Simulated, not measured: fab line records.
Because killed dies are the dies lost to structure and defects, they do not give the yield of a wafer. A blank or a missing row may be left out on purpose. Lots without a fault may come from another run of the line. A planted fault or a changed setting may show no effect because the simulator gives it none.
Split-lot study | flow n5-finfet | 39 wafers read across 7 lots, on a route 1938 steps long

== ABOUT THE SPLIT ==
At N5_MOL_CONTACT_COAG_SPUTTER_130 (material Co, target thk 47.5 nm), the setting target-thk-a was moved away from the recipe's 475 angstrom on 12 of the 39 wafers read, by -4.3% to +11.8%. This setting was run at the recipe's value on the other wafers.

The split's own step is where the reading is taken.

== THE READING ==
Co_of_MOL_CONTACT_COAG_SPUTTER_130.thk-nm (the simulator's own value, which no gauge read), in nm, at N5_MOL_CONTACT_COAG_SPUTTER_130 (material Co, target thk 47.5 nm). No usual value for it is given in the file. Across the 27 wafers here that went through the recipe, the average is 47.4 nm and the standard deviation 0.43 nm.

wafer  | tool, chamber at the split | target-thk-a as run, angstrom | against the recipe | Co_of_MOL_CONTACT_COAG_SPUTTER_130.thk-nm, nm | against lot-mates on the recipe
L076.1 | pvd-sputter-03, -          | 500.7                         | +5.4%              | 49.6                                          | +2.2
L076.2 | pvd-sputter-03, -          | 500.7                         | +5.4%              | 50.4                                          | +3.0
L076.3 | pvd-sputter-03, -          | 475                           | recipe             | 48.2                                          | -
L076.4 | pvd-sputter-03, -          | 500.7                         | +5.4%              | 50                                            | +2.6
L076.5 | pvd-sputter-03, -          | 475                           | recipe             | 47.2                                          | -
L076.6 | pvd-sputter-03, -          | 475                           | recipe             | 46.8                                          | -
L085.1 | pvd-sputter-02, -          | 456.3                         | -3.9%              | 45.8                                          | -1.5
L085.2 | pvd-sputter-02, -          | 475                           | recipe             | 47.4                                          | -
L085.3 | pvd-sputter-02, -          | 475                           | recipe             | 46.6                                          | -
L085.4 | pvd-sputter-02, -          | 456.3                         | -3.9%              | 45.6                                          | -1.7
L085.5 | pvd-sputter-02, -          | 456.3                         | -3.9%              | 45                                            | -2.3
L085.6 | pvd-sputter-02, -          | 475                           | recipe             | 47.8                                          | -
L086.1 | pvd-sputter-01, -          | 475                           | recipe             | 47.6                                          | -
L086.2 | pvd-sputter-01, -          | 475                           | recipe             | 47.4                                          | -
L086.3 | pvd-sputter-01, -          | 454.7                         | -4.3%              | 46                                            | -1.7
L086.4 | pvd-sputter-01, -          | 475                           | recipe             | 48.2                                          | -
L086.5 | pvd-sputter-01, -          | 454.7                         | -4.3%              | 45.6                                          | -2.1
L086.6 | pvd-sputter-01, -          | 454.7                         | -4.3%              | 45.2                                          | -2.5
L088.1 | pvd-sputter-03, -          | 531                           | +11.8%             | 53                                            | +5.5
L088.2 | pvd-sputter-03, -          | 531                           | +11.8%             | 52.6                                          | +5.1
L088.6 | pvd-sputter-03, -          | 531                           | +11.8%             | 52.6                                          | +5.1
L088.3 | pvd-sputter-03, -          | 475                           | recipe             | 48                                            | -
L088.4 | pvd-sputter-03, -          | 475                           | recipe             | 47.4                                          | -
L088.5 | pvd-sputter-03, -          | 475                           | recipe             | 47.2                                          | -
L092.1 | pvd-sputter-01, -          | 475                           | recipe             | 47.6                                          | -
L092.2 | pvd-sputter-01, -          | 475                           | recipe             | 47.4                                          | -
L092.3 | pvd-sputter-01, -          | 475                           | recipe             | 47.4                                          | -
L092.4 | pvd-sputter-01, -          | 475                           | recipe             | 47.2                                          | -
L092.5 | pvd-sputter-01, -          | 475                           | recipe             | 47.2                                          | -
L092.6 | pvd-sputter-01, -          | 475                           | recipe             | 47.2                                          | -
L093.1 | pvd-sputter-01, -          | 475                           | recipe             | 47.8                                          | -
L093.3 | pvd-sputter-01, -          | 475                           | recipe             | 47.2                                          | -
L093.6 | pvd-sputter-01, -          | 475                           | recipe             | 47.4                                          | -
L097.1 | pvd-sputter-03, -          | 475                           | recipe             | 47.2                                          | -
L097.5 | pvd-sputter-03, -          | 475                           | recipe             | 47.2                                          | -
L097.6 | pvd-sputter-03, -          | 475                           | recipe             | 47.2                                          | -
L097.2 | pvd-sputter-03, -          | 475                           | recipe             | 46.2                                          | -
L097.3 | pvd-sputter-03, -          | 475                           | recipe             | 47                                            | -
L097.4 | pvd-sputter-03, -          | 475                           | recipe             | 47.6                                          | -

THE FIT
A straight line over all 39 wafers: Co_of_MOL_CONTACT_COAG_SPUTTER_130.thk-nm changes by +0.458 nm for each +1% of target-thk-a; r = +0.98; the points scatter about the line by 0.41 nm.
The same after taking each lot's own level away (the mean of its wafers on the recipe; 39 wafers): +0.454 nm for each +1%; r = +0.98; scatter 0.38 nm.
According to that fit, moving target-thk-a by its largest amount changes the reading by 5.4 nm.
From 47.07 to 47.73 nm: that is the span of the lots' own levels, equal to 1.6 times the standard deviation above.
So the lot-to-lot level changes the slope little: the two slopes agree.
Check: +5.3 nm against its lot-mates is what the line predicts for one of the wafers moved furthest among these (+11.8%) when that wafer is left out of the fit. Against them it came out at +5.47 nm.

== ADDITIONAL SPLITS CARRIED BY THESE WAFERS ==
These wafers also went through other splits before the reading. Each is held against what the fit with the lots' levels taken away leaves over:
other split on the same wafers | wafers away from the commonest value | r with Co_of_MOL_CONTACT_COAG_SPUTTER_130.thk-nm (lot level and that fit taken away)
N5_WELL_APT_EXPOSE_05 dose-mj  | 12                                   | -0.20
N5_FIN_SAQP_ALD_61 temp-c      | 18                                   | +0.18
N5_DUMMY_GATE_ETCH_37 source-w | 12                                   | -0.04
N5_SD_ACTIVATION_LSA_01 temp-c | 12                                   | -0.19
N5_HKMG_FIN_ETCH_58 bias-w     | 12                                   | +0.06

== FILE'S OWN FIT ==
Co_of_MOL_CONTACT_COAG_SPUTTER_130.thk-nm changes by +0.453 nm for each +1% of target-thk-a, r = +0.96.
